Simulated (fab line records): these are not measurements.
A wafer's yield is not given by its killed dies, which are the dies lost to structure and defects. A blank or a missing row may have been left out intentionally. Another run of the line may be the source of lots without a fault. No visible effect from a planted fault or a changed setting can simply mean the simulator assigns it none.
fab line records + flow n5Finfet
record
- lots=7
- wafers=39
route steps=1938 shown WELL_APT@32 SPACER0@258 SD_EPI_N@278
startH: hours from the record's first day to the start of the lot's first wafer shown + waitH: time in hours since the lot's previous step + " repeats the value in the row above + L1.1+2: several wafers, shown together as one row + - value missing, or start not given + * or withheld: withheld + < > ~ a bound
route shown NAME@n: NAME is a module with steps in the file, n the number in the route of the first one + usual: the fault-free wafers' mean and standard deviation + same: alike in all rows + chamber/n: place in a boat + sites: the reading at each site + _std_site: how widely they spread, as a standard deviation + _edge_site: the outer-site mean with the inner-site mean subtracted + radiusMm: how far each site lies from the wafer's centre + mask NAME#n: copy n + behind: the most recent tool/chamber to have shaped the wafer + hold: what put the lot on hold/how long, in hours/how the hold closed + device: the n, p or np transistor that did not switch + end of line: the same wafers' tests at the end of the route + a step given without rows: its recipe and nothing more + killed: not the wafer's yield, but the dies lost to structure and defects at the first sort + map: shows each die of a wafer: x if killed, . if not, _ if none is there
set.NAME: the run value of the setting; set.NAME@STEP: its run value at that earlier step + model.NAME: the simulator's own value behind a step, which no gauge read
lots whose settings were changed on purpose; a table a step, a row a wafer
## steps
# step N5_WELL_APT_IMPLANT_14
# recipe
- species=P
- energyKev=160
- doseCm2=1.5e+13
- tiltDeg=0
- rotationDeg=0
| lot.wafer        | tool         | chamber | startH | waitH | set.energyKev | model.implant.rpNm | model.implant.drpNm |
|------------------|--------------|---------|--------|-------|---------------|--------------------|---------------------|
| L078.1+2+3+4+5+6 | implanter-01 | 0       | 38.01  | 0.1   | 160           | 201.1              | 65.9                |
| L079.1+2+6       | implanter-02 | 0       | 44.02  | 0.1   | 147.3         | 187.8              | 61.92               |
| L079.3+4+5       | "            | 0       | "      | "     | 160           | 204.7              | 65.9                |
| L080.1+3+5       | implanter-01 | 0       | 49.87  | 0.1   | 151           | 186.7              | 63.12               |
| L080.2+4+6       | "            | 0       | "      | "     | 160           | 198.3              | 65.9                |
| L082.3+4+5       | implanter-01 | 0       | 62.22  | 0.1   | 160           | 200.9              | 65.9                |
| L086.1+2+6       | implanter-01 | 0       | 86.90  | 1.0   | 160           | 202.7              | 65.9                |
| L086.3+4+5       | "            | 0       | "      | "     | 152.5         | 192.8              | 63.59               |
| L088.1+2+3+4+5+6 | implanter-01 | 0       | 97.89  | 0.1   | 160           | 204.5              | 65.9                |
| L091.1+2+6       | implanter-02 | 0       | 116.40 | 0.1   | 160           | 200.8              | 65.9                |
| L091.3+4+5       | "            | 0       | "      | "     | 148.3         | 185.6              | 62.25               |
# step N5_SPACER0_ALD_07
# recipe
- material=SiNx
- targetThkA=20
- tempC=400
- aldPrecursorFamily=SiH2I2
- aldCoReactant=N2/H2-plasma
- pressureTorr=2
| lot.wafer        | tool      | chamber     | startH | waitH | set.targetThkA | model.SiNx_of_SPACER0_ALD_07.thkNm |
|------------------|-----------|-------------|--------|-------|----------------|------------------------------------|
| L078.1+3+4       | aldSin-02 | 2,1,0       | 73.19  | 0.3   | 20             | 2                                  |
| L078.2+5+6       | "         | 3,3,2       | "      | "     | 21.87          | 2.2                                |
| L079.1+3+6       | aldSin-04 | 2,0,0       | 77.83  | 0.0   | 20             | 2                                  |
| L079.2+4+5       | "         | 3,1,3       | "      | "     | 22.26          | 2.2                                |
| L080.1+5+6       | aldSin-02 | 0,2,3       | 83.59  | 0.0   | 19.12          | 2                                  |
| L080.2+3+4       | "         | 1,3,2       | "      | "     | 20             | 2                                  |
| L082.3+4+5       | aldSin-03 | 2,3,0       | 97.87  | 0.5   | 20             | 2                                  |
| L086.1+2+3+4+5+6 | aldSin-02 | 3,1,0,2,0,3 | 122.24 | 0.0   | 20             | 2                                  |
| L088.1+3+5       | aldSin-02 | 0,2,0       | 134.06 | 0.0   | 20             | 2                                  |
| L088.2+4+6       | "         | 3,1,3       | "      | "     | 18.49          | 1.8                                |
| L091.1+2+5       | aldSin-04 | 1,3,0       | 149.68 | 0.3   | 23.14          | 2.4                                |
| L091.3+4+6       | "         | 0,2,1       | "      | "     | 20             | 2                                  |
# step N5_SD_EPI_N_ETCH_45
# recipe
- chemistry=CH3F/O2
- target=SiOCN
- targetDepthA=60
- maskMaterial=SOC
- ionEnergyEv=60
- biasW=29
- pressureMtorr=15
- sourceW=410
- Ar_flow_sccm=150
- CH3F_flow_sccm=30
- O2_flow_sccm=20
| lot.wafer | tool       | chamber | startH | waitH | set.targetDepthA | model.etch.depthNm |
|-----------|------------|---------|--------|-------|------------------|--------------------|
| L078.1    | rieDiel-05 | 1       | 74.76  | 0.1   | 64.08            | 6.373              |
| L078.2    | "          | 0       | "      | "     | 64.08            | 6.43               |
| L078.3    | "          | 2       | "      | "     | 60               | 5.939              |
| L078.4    | "          | 1       | "      | "     | 64.08            | 6.33               |
| L078.5    | "          | 0       | "      | "     | 60               | 6.027              |
| L078.6    | "          | 2       | "      | "     | 60               | 5.973              |
| L079.1    | rieDiel-01 | 3       | 79.40  | 0.1   | 54.31            | 5.448              |
| L079.2    | "          | 0       | "      | "     | 60               | 5.918              |
| L079.3    | "          | 2       | "      | "     | 60               | 5.85               |
| L079.4    | "          | 1       | "      | "     | 54.31            | 5.455              |
| L079.5    | "          | 0       | "      | "     | 60               | 5.859              |
| L079.6    | "          | 1       | "      | "     | 54.31            | 5.437              |
| L080.1    | rieDiel-01 | 3       | 85.16  | 0.1   | 53.23            | 5.352              |
| L080.2    | "          | 2       | "      | "     | 53.23            | 5.218              |
| L080.3    | "          | 1       | "      | "     | 53.23            | 5.384              |
| L080.4    | "          | 0       | "      | "     | 60               | 5.927              |
| L080.5    | "          | 1       | "      | "     | 60               | 6.042              |
| L080.6    | "          | 2       | "      | "     | 60               | 5.926              |
| L082.3    | rieDiel-01 | 2       | 99.31  | 0.1   | 60               | 5.902              |
| L082.4    | "          | 1       | "      | "     | 60               | 6.038              |
| L082.5    | "          | 2       | "      | "     | 60               | 5.843              |
| L086.1    | rieDiel-05 | 3       | 123.81 | 0.1   | 60               | 5.923              |
| L086.2    | "          | 2       | "      | "     | 60               | 5.952              |
| L086.3    | "          | 0       | "      | "     | 60               | 5.844              |
| L086.4    | "          | 1       | "      | "     | 60               | 5.836              |
| L086.5    | "          | 1       | "      | "     | 60               | 5.833              |
| L086.6    | "          | 2       | "      | "     | 60               | 6.028              |
| L088.1    | rieDiel-01 | 3       | 135.64 | 0.1   | 60               | 6.15               |
| L088.2    | "          | 1       | "      | "     | 60               | 6.041              |
| L088.3    | "          | 0       | "      | "     | 60               | 5.944              |
| L088.4    | "          | 2       | "      | "     | 62.73            | 6.202              |
| L088.5    | "          | 1       | "      | "     | 62.73            | 6.331              |
| L088.6    | "          | 0       | "      | "     | 62.73            | 6.185              |
| L091.1    | rieDiel-03 | 1       | 151.55 | 0.1   | 60               | 5.955              |
| L091.2    | "          | 2       | "      | "     | 53.4             | 5.321              |
| L091.3    | "          | 0       | "      | "     | 60               | 6.086              |
| L091.4    | "          | 3       | "      | "     | 60               | 5.921              |
| L091.5    | "          | 1       | "      | "     | 53.4             | 5.345              |
| L091.6    | "          | 2       | "      | "     | 53.4             | 5.287              |
## key
split
- step=N5_WELL_APT_IMPLANT_14
- setting=energyKev
- stated=160
- by=wafer
response
- step=N5_WELL_APT_IMPLANT_14
- reading=model.implant.rpNm
- change=+2.1
- per=1%
- r=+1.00
response
- step=N5_WELL_APT_IMPLANT_14
- reading=model.implant.drpNm
- change=+0.498
- per=1%
- r=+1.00
split
- step=N5_SPACER0_ALD_07
- setting=targetThkA
- stated=20
- by=wafer
response
- step=N5_SPACER0_ALD_07
- reading=model.SiNx_of_SPACER0_ALD_07.thkNm
- change=+0.0222
- per=1%
- r=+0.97
split
- step=N5_SD_EPI_N_ETCH_45
- setting=targetDepthA
- stated=60
- by=wafer
response
- step=N5_SD_EPI_N_ETCH_45
- reading=model.etch.depthNm
- change=+0.0551
- per=1%
- r=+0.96
